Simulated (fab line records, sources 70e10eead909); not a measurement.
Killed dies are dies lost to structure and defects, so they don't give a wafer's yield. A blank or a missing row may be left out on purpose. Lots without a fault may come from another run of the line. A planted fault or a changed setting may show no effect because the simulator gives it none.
A struck lot beside a sound one | flow nand_harc | 14 steps out of a route of 1159
Sound: wafers L418.4, L418.5, L418.6. Struck: wafer L430.4. (L430.1, L430.5 of the same lot were not struck and are left out.) The cause comes at the end.
At each step with rows: each side's tool, then ch and its chambers, then its first start. Under that, the readings that differ: sound wafers | struck wafers | difference of the means | sigmas: that difference in standard deviations of wafers without a fault.
alike: readings whose means differ by less than 2 such deviations, and words and numbers that are the same on both sides. not compared: withheld readings, readings that some wafer has no value for, bounds like >300 that may hide the same value, and numbers for which the record gives no deviation and whose values overlap.
The two part at a step that has a row with sigmas, a row that says differs or no value, or rows on one side only. Numbers that don't overlap but have no deviation are shown without sigmas and don't part them. A reading that every wafer of one side lacks parts them only if that side has two wafers or more.

first, 2 steps without rows for these wafers: NHARC_A_SOURCE_PLATE_CVD_03 (deposits poly-Si, target thk 200 nm, time 4000 s); NHARC_A_SOURCE_PLATE_ANNEAL_05 (time 1800 s).
NHARC_A_SOURCE_PLATE_THK_MEAS_06: measures by ellipsometry.
  sound on film_metro-02, day 8 19:26; struck on film_metro-02, day 11 17:21
  alike: thk_nm
NHARC_A_SOURCE_PLATE_INSPECT_08:
  sound on defect_inspect-02, day 8 19:31; struck on defect_inspect-02, day 11 17:25
  alike: raw_defect_count
then, 1 step without rows for these wafers: NHARC_A_ONON_D1_DEP_00 (target thk 1000 nm).
NHARC_A_ONON_D1_THK_MEAS_02: measures by ellipsometry.
  sound on film_metro-01, day 8 20:05; struck on film_metro-01, day 11 17:59
  alike: thk_nm
then, 1 step without rows for these wafers: NHARC_A_ONON_D1_DEP_03 (target thk 1000 nm).
NHARC_A_ONON_D1_THK_MEAS_05: measures by ellipsometry.
  sound on film_metro-02, day 8 20:42; struck on film_metro-02, day 11 18:34
  alike: thk_nm
then, 1 step without rows for these wafers: NHARC_A_ONON_D1_DEP_06 (target thk 1000 nm).
NHARC_A_ONON_D1_THK_MEAS_08: measures by ellipsometry.
  sound on film_metro-01, day 8 21:16; struck on film_metro-02, day 11 19:08
  alike: thk_nm
NHARC_A_ONON_D1_DEP_09: target thk 1000 nm.
  sound on pecvd_onon-02 ch 0, day 8 21:30; struck on pecvd_onon-03 ch 0, day 11 19:11
NHARC_A_ONON_D1_THK_MEAS_11: measures by ellipsometry.
  sound on film_metro-02, day 8 21:50; struck on film_metro-02, day 11 19:41
  reading     | sound       | struck | difference | sigmas
  thk_nm (nm) | 981 980 981 | 750    | -231       | -24
then, 1 step without rows for these wafers: NHARC_A_ONON_D1_DEP_12 (target thk 1000 nm).
-- the record jumps here: 13 days lie between the struck wafers' starts before and after (it left off in module A_ONON_D1 and takes up again in module END, whose first step shown is number 1159 of the route) --
NHARC_END_SORT_01:
  the record has rows for the struck wafers here (prober-01 ch 0, day 24 07:46) and none for the sound ones

WHERE THEY PART
First at NHARC_A_ONON_D1_THK_MEAS_11; last, within this record, at NHARC_END_SORT_01.

WHY: what the simulator had put in
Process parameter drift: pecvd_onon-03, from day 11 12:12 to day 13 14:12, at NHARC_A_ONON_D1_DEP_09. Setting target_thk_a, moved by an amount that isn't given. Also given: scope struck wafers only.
